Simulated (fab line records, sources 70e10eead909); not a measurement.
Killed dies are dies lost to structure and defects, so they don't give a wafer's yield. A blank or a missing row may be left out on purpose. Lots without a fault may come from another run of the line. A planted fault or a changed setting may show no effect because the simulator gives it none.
Chamber matching | flow nand_harc | NHARC_P_BONDPAD_CMP_32 on cmp-02: 4 sister chambers
The step polishes SiCN, target thk 200 nm. 4 wafers are shown with their chamber, then 7 later ones without.

WAFERS WITH THEIR CHAMBER
wafer  | chamber | motor_current_A (A)
L077.2 | 3       | 10.6
L084.6 | 2       | 11.3
L086.1 | 0       | 12.4
L086.2 | 1       | 9.5

WAFERS WITHOUT THEIR CHAMBER
wafer  | motor_current_A (A)
L086.5 | 11.9
L095.1 | 10.2
L095.3 | 11.4
L095.6 | 9.8
L097.1 | 12.1
L097.3 | 11.2
L097.4 | 10.3

WHICH CHAMBER EACH WENT THROUGH
wafer  | from the rows above     | in truth
L086.5 | can't be placed: 0 or 2 | 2
L095.1 | can't be placed: 3 or 1 | 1
L095.3 | 2                       | 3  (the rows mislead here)
L095.6 | can't be placed: 1 or 3 | 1
L097.1 | can't be placed: 0 or 2 | 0
L097.3 | can't be placed: 2 or 3 | 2
L097.4 | can't be placed: 3 or 1 | 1
Placed correctly: 0 of 7. Can't be placed from these rows: 6 (the true chamber is among the candidates in 6). Placed wrongly: 1.
How it was worked out, from the rows above alone: a wafer's distance from a chamber is the root of the sum, over the readings, of the square of ((its reading less the chamber's mean) divided by the reading's scatter). The wafer belongs to the nearest chamber; if the next one is less than 2 further off, it can't be placed. A chamber's mean is the mean of its shown wafers. The scatter: with one shown wafer a chamber, the root of the mean of the squares of how far each hidden wafer lies from its nearest shown one.
